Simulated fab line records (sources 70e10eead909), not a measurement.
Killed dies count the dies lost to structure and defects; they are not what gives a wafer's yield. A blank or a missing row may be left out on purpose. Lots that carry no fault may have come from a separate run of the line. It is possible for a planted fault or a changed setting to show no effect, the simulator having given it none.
Which tool did it? / flow nandHarc / Sampling: 24 lots, 72 wafers, 3 of 1302 route steps

## WHAT THE GAUGES SHOWED, per wafer
NHARC_A_WL_FILL_INSPECT_15.
lot=L074; measured=day 20 05:14; on=defectInspect-01; rawDefectCount=392 352 400
lot=L075; measured=day 21 15:11; on=defectInspect-02; rawDefectCount=314 228 198
lot=L076; measured=day 21 15:11; on=defectInspect-01; rawDefectCount=603 517 522
lot=L077; measured=day 21 17:50; on=defectInspect-02; rawDefectCount=575 763 336
lot=L079; measured=day 22 16:37; on=defectInspect-02; rawDefectCount=376 396 359
lot=L078; measured=day 22 16:28; on=defectInspect-01; rawDefectCount=259 244 266
lot=L080; measured=day 23 12:48; on=defectInspect-01; rawDefectCount=488 393 389
lot=L081; measured=day 24 00:28; on=defectInspect-02; rawDefectCount=592 670 452
lot=L082; measured=day 24 03:01; on=defectInspect-02; rawDefectCount=535 664 425
lot=L083; measured=day 24 14:53; on=defectInspect-01; rawDefectCount=599 423 345
lot=L085; measured=day 25 10:31; on=defectInspect-02; rawDefectCount=426 520 384
lot=L084; measured=day 25 10:23; on=defectInspect-02; rawDefectCount=315 333 316
lot=L086; measured=day 25 10:22; on=defectInspect-01; rawDefectCount=418 414 493
lot=L088; measured=day 26 18:45; on=defectInspect-02; rawDefectCount=402 488 407
lot=L089; measured=day 26 18:37; on=defectInspect-01; rawDefectCount=537 441 466
lot=L087; measured=day 26 23:08; on=defectInspect-02; rawDefectCount=873 749 421
lot=L091; measured=day 27 07:58; on=defectInspect-01; rawDefectCount=378 475 592
lot=L090; measured=day 27 08:07; on=defectInspect-01; rawDefectCount=627 833 616
lot=L092; measured=day 28 19:38; on=defectInspect-02; rawDefectCount=449 679 506
lot=L093; measured=day 28 16:40; on=defectInspect-02; rawDefectCount=545 443 391
lot=L094; measured=day 29 11:28; on=defectInspect-02; rawDefectCount=384 266 351
lot=L095; measured=day 29 08:19; on=defectInspect-01; rawDefectCount=502 466 667
lot=L096; measured=day 30 04:10; on=defectInspect-02; rawDefectCount=499 414 374
lot=L097; measured=day 30 15:34; on=defectInspect-02; rawDefectCount=817 602 877

## WHICH TOOL RAN EACH LOT (tool, then ch and the chambers of the sampled wafers, then the start)
lot=L074; NHARC_A_SLIT_ETCH_26=harEtch-02 ch 0,1, day 19 04:06; NHARC_A_WL_FILL_ALD_02=aldMetal-04 ch 1,2, day 19 12:54
lot=L075; NHARC_A_SLIT_ETCH_26=harEtch-02 ch 0,1, day 20 09:47; NHARC_A_WL_FILL_ALD_02=aldMetal-02 ch 2,3, day 20 18:29
lot=L076; NHARC_A_SLIT_ETCH_26=harEtch-01 ch 0, day 20 10:20; NHARC_A_WL_FILL_ALD_02=aldMetal-01 ch 0,2, day 20 18:32
lot=L077; NHARC_A_SLIT_ETCH_26=harEtch-02 ch 0,1, day 20 13:40; NHARC_A_WL_FILL_ALD_02=aldMetal-02 ch 1,2, day 20 22:38
lot=L079; NHARC_A_SLIT_ETCH_26=harEtch-02 ch 0,1, day 21 13:34; NHARC_A_WL_FILL_ALD_02=aldMetal-04 ch 0,1,3, day 21 22:18
lot=L078; NHARC_A_SLIT_ETCH_26=harEtch-01 ch 1, day 21 14:44; NHARC_A_WL_FILL_ALD_02=aldMetal-01 ch 0,1,3, day 21 22:28
lot=L080; NHARC_A_SLIT_ETCH_26=harEtch-02 ch 0,1, day 22 06:44; NHARC_A_WL_FILL_ALD_02=aldMetal-02 ch 1,3, day 22 15:16
lot=L081; NHARC_A_SLIT_ETCH_26=harEtch-01 ch 0,1, day 22 20:32; NHARC_A_WL_FILL_ALD_02=aldMetal-04 ch 2,3, day 23 05:28
lot=L082; NHARC_A_SLIT_ETCH_26=harEtch-02 ch 0,1, day 22 22:24; NHARC_A_WL_FILL_ALD_02=aldMetal-02 ch 0,2, day 23 07:11
lot=L083; NHARC_A_SLIT_ETCH_26=harEtch-01 ch 0,1, day 23 09:53; NHARC_A_WL_FILL_ALD_02=aldMetal-04 ch 0,1,3, day 23 18:37
lot=L085; NHARC_A_SLIT_ETCH_26=harEtch-01 ch 0,1, day 24 04:01; NHARC_A_WL_FILL_ALD_02=aldMetal-02 ch 0,1,2, day 24 12:37
lot=L084; NHARC_A_SLIT_ETCH_26=harEtch-02 ch 0,1, day 24 04:11; NHARC_A_WL_FILL_ALD_02=aldMetal-04 ch 1,3, day 24 12:49
lot=L086; NHARC_A_SLIT_ETCH_26=harEtch-01 ch 0,1, day 24 09:22; NHARC_A_WL_FILL_ALD_02=aldMetal-02 ch 0,3, day 24 18:06
lot=L088; NHARC_A_SLIT_ETCH_26=harEtch-02 ch 0,1, day 25 16:22; NHARC_A_WL_FILL_ALD_02=aldMetal-01 ch 0,2, day 26 01:07
lot=L089; NHARC_A_SLIT_ETCH_26=harEtch-01 ch 0,1, day 25 17:17; NHARC_A_WL_FILL_ALD_02=aldMetal-02 ch 2,3, day 26 00:56
lot=L087; NHARC_A_SLIT_ETCH_26=harEtch-02 ch 0,1, day 25 20:16; NHARC_A_WL_FILL_ALD_02=aldMetal-04 ch 1,2,3, day 26 04:52
lot=L091; NHARC_A_SLIT_ETCH_26=harEtch-02 ch 0,1, day 26 05:02; NHARC_A_WL_FILL_ALD_02=aldMetal-01 ch 0,1, day 26 13:56
lot=L090; NHARC_A_SLIT_ETCH_26=harEtch-01 ch 0, day 26 05:07; NHARC_A_WL_FILL_ALD_02=aldMetal-04 ch 0,1,2, day 26 13:40
lot=L092; NHARC_A_SLIT_ETCH_26=harEtch-01 ch 0,1, day 27 11:11; NHARC_A_WL_FILL_ALD_02=aldMetal-04 ch 1,2, day 27 19:53
lot=L093; NHARC_A_SLIT_ETCH_26=harEtch-02 ch 0,1, day 27 16:32; NHARC_A_WL_FILL_ALD_02=aldMetal-02 ch 0,1, day 28 01:11
lot=L094; NHARC_A_SLIT_ETCH_26=harEtch-02 ch 0,1, day 28 03:43; NHARC_A_WL_FILL_ALD_02=aldMetal-01 ch 0,3, day 28 12:38
lot=L095; NHARC_A_SLIT_ETCH_26=harEtch-01 ch 0,1, day 28 04:02; NHARC_A_WL_FILL_ALD_02=aldMetal-02 ch 0,1,3, day 28 12:46
lot=L096; NHARC_A_SLIT_ETCH_26=harEtch-02 ch 0,1, day 28 23:12; NHARC_A_WL_FILL_ALD_02=aldMetal-01 ch 0,2,3, day 29 07:51
lot=L097; NHARC_A_SLIT_ETCH_26=harEtch-01 ch 0,1, day 29 11:21; NHARC_A_WL_FILL_ALD_02=aldMetal-04 ch 0,3, day 29 19:52
- NHARC_A_SLIT_ETCH_26: etches the open film in C4F8/O2/Ar, time 90 s, target depth 400 nm.
- NHARC_A_WL_FILL_ALD_02: deposits TiN, target thk 2 nm, pulse time 3 s, ald cycles 100.

## AS READ BY THE TOOLS THEMSELVES (means over the sampled wafers that have a number; for cases with no such wafer, the mark the record gives instead)
NHARC_A_SLIT_ETCH_26.
lot=L074; tool=harEtch-02; drypumpMotorCurrentA (A)=5.79; showerheadPlenumPTorr (Torr)=3.75; throttleValvePct (%)=27.601
lot=L075; tool=harEtch-02; drypumpMotorCurrentA (A)=5.90; showerheadPlenumPTorr (Torr)=3.83; throttleValvePct (%)=27.617
lot=L076; tool=harEtch-01; drypumpMotorCurrentA (A)=6.07; showerheadPlenumPTorr (Torr)=3.68; throttleValvePct (%)=27.632
lot=L077; tool=harEtch-02; drypumpMotorCurrentA (A)=5.89; showerheadPlenumPTorr (Torr)=3.83; throttleValvePct (%)=27.626
lot=L079; tool=harEtch-02; drypumpMotorCurrentA (A)=5.77; showerheadPlenumPTorr (Torr)=3.73; throttleValvePct (%)=27.621
lot=L078; tool=harEtch-01; drypumpMotorCurrentA (A)=5.67; showerheadPlenumPTorr (Torr)=3.67; throttleValvePct (%)=27.620
lot=L080; tool=harEtch-02; drypumpMotorCurrentA (A)=5.77; showerheadPlenumPTorr (Torr)=3.73; throttleValvePct (%)=27.621
lot=L081; tool=harEtch-01; drypumpMotorCurrentA (A)=5.80; showerheadPlenumPTorr (Torr)=3.66; throttleValvePct (%)=27.611
lot=L082; tool=harEtch-02; drypumpMotorCurrentA (A)=5.79; showerheadPlenumPTorr (Torr)=3.72; throttleValvePct (%)=27.617
lot=L083; tool=harEtch-01; drypumpMotorCurrentA (A)=5.94; showerheadPlenumPTorr (Torr)=3.66; throttleValvePct (%)=27.620
lot=L085; tool=harEtch-01; drypumpMotorCurrentA (A)=5.82; showerheadPlenumPTorr (Torr)=3.65; throttleValvePct (%)=27.621
lot=L084; tool=harEtch-02; drypumpMotorCurrentA (A)=5.89; showerheadPlenumPTorr (Torr)=3.80; throttleValvePct (%)=27.627
lot=L086; tool=harEtch-01; drypumpMotorCurrentA (A)=5.81; showerheadPlenumPTorr (Torr)=3.65; throttleValvePct (%)=27.615
lot=L088; tool=harEtch-02; drypumpMotorCurrentA (A)=5.90; showerheadPlenumPTorr (Torr)=3.79; throttleValvePct (%)=27.620
lot=L089; tool=harEtch-01; drypumpMotorCurrentA (A)=5.93; showerheadPlenumPTorr (Torr)=3.65; throttleValvePct (%)=27.619
lot=L087; tool=harEtch-02; drypumpMotorCurrentA (A)=5.78; showerheadPlenumPTorr (Torr)=3.70; throttleValvePct (%)=27.620
lot=L091; tool=harEtch-02; drypumpMotorCurrentA (A)=5.89; showerheadPlenumPTorr (Torr)=3.79; throttleValvePct (%)=27.620
lot=L090; tool=harEtch-01; drypumpMotorCurrentA (A)=6.09; showerheadPlenumPTorr (Torr)=3.64; throttleValvePct (%)=27.622
lot=L092; tool=harEtch-01; drypumpMotorCurrentA (A)=5.95; showerheadPlenumPTorr (Torr)=3.63; throttleValvePct (%)=27.626
lot=L093; tool=harEtch-02; drypumpMotorCurrentA (A)=5.90; showerheadPlenumPTorr (Torr)=3.78; throttleValvePct (%)=27.606
lot=L094; tool=harEtch-02; drypumpMotorCurrentA (A)=5.78; showerheadPlenumPTorr (Torr)=3.68; throttleValvePct (%)=27.623
lot=L095; tool=harEtch-01; drypumpMotorCurrentA (A)=5.93; showerheadPlenumPTorr (Torr)=3.63; throttleValvePct (%)=27.615
lot=L096; tool=harEtch-02; drypumpMotorCurrentA (A)=5.90; showerheadPlenumPTorr (Torr)=3.77; throttleValvePct (%)=27.618
lot=L097; tool=harEtch-01; drypumpMotorCurrentA (A)=5.96; showerheadPlenumPTorr (Torr)=3.62; throttleValvePct (%)=27.620

NHARC_A_WL_FILL_ALD_02.
lot=L074; tool=aldMetal-04; heaterPowerW (W)=1098; precursorPulseHeightRel=1.000
lot=L075; tool=aldMetal-02; heaterPowerW (W)=1026; precursorPulseHeightRel=0.995
lot=L076; tool=aldMetal-01; heaterPowerW (W)=1072; precursorPulseHeightRel=0.982
lot=L077; tool=aldMetal-02; heaterPowerW (W)=1045; precursorPulseHeightRel=0.983
lot=L079; tool=aldMetal-04; heaterPowerW (W)=1134; precursorPulseHeightRel=1.000
lot=L078; tool=aldMetal-01; heaterPowerW (W)=1064; precursorPulseHeightRel=0.999
lot=L080; tool=aldMetal-02; heaterPowerW (W)=1072; precursorPulseHeightRel=1.003
lot=L081; tool=aldMetal-04; heaterPowerW (W)=1087; precursorPulseHeightRel=1.001
lot=L082; tool=aldMetal-02; heaterPowerW (W)=1002; precursorPulseHeightRel=1.004
lot=L083; tool=aldMetal-04; heaterPowerW (W)=1159; precursorPulseHeightRel=0.986
lot=L085; tool=aldMetal-02; heaterPowerW (W)=1053; precursorPulseHeightRel=0.999
lot=L084; tool=aldMetal-04; heaterPowerW (W)=1137; precursorPulseHeightRel=0.995
lot=L086; tool=aldMetal-02; heaterPowerW (W)=1032; precursorPulseHeightRel=1.011
lot=L088; tool=aldMetal-01; heaterPowerW (W)=1170; precursorPulseHeightRel=1.003
lot=L089; tool=aldMetal-02; heaterPowerW (W)=1028; precursorPulseHeightRel=0.996
lot=L087; tool=aldMetal-04; heaterPowerW (W)=1112; precursorPulseHeightRel=1.004
lot=L091; tool=aldMetal-01; heaterPowerW (W)=1039; precursorPulseHeightRel=0.995
lot=L090; tool=aldMetal-04; heaterPowerW (W)=1141; precursorPulseHeightRel=0.988
lot=L092; tool=aldMetal-04; heaterPowerW (W)=1099; precursorPulseHeightRel=1.003
lot=L093; tool=aldMetal-02; heaterPowerW (W)=1020; precursorPulseHeightRel=1.001
lot=L094; tool=aldMetal-01; heaterPowerW (W)=1057; precursorPulseHeightRel=1.005
lot=L095; tool=aldMetal-02; heaterPowerW (W)=1067; precursorPulseHeightRel=1.015
lot=L096; tool=aldMetal-01; heaterPowerW (W)=1096; precursorPulseHeightRel=0.992
lot=L097; tool=aldMetal-04; heaterPowerW (W)=1148; precursorPulseHeightRel=0.993

## THE ANSWER, worked out from the rows above alone
Rule: what is usual is taken from the lots themselves. The widest of any qualifying gaps counts: lots, ordered by their means at a reading, are off when they make up no more than a third of the lots, leave a main group of 4 or more, and stand apart from it by 3 or more times the standard deviation of that group's means. If all means in a main group match to the digits the tables above print for the reading, that group is not used. A lot without any number at a reading at which 4 lots or more have one is off too. Where the step has rows for the other lots, those lots are counted as sound. First the gauges in route order, then the tools' own readings, where a lot's mean is used as printed above. The first step at which some lot is off is used, and at that step the reading that is off furthest; a lot without a number counts as furthest.
No lot is off on any of the readings shown, so nothing can be concluded from this.

## WHAT HAD BEEN PUT IN BY THE SIMULATOR
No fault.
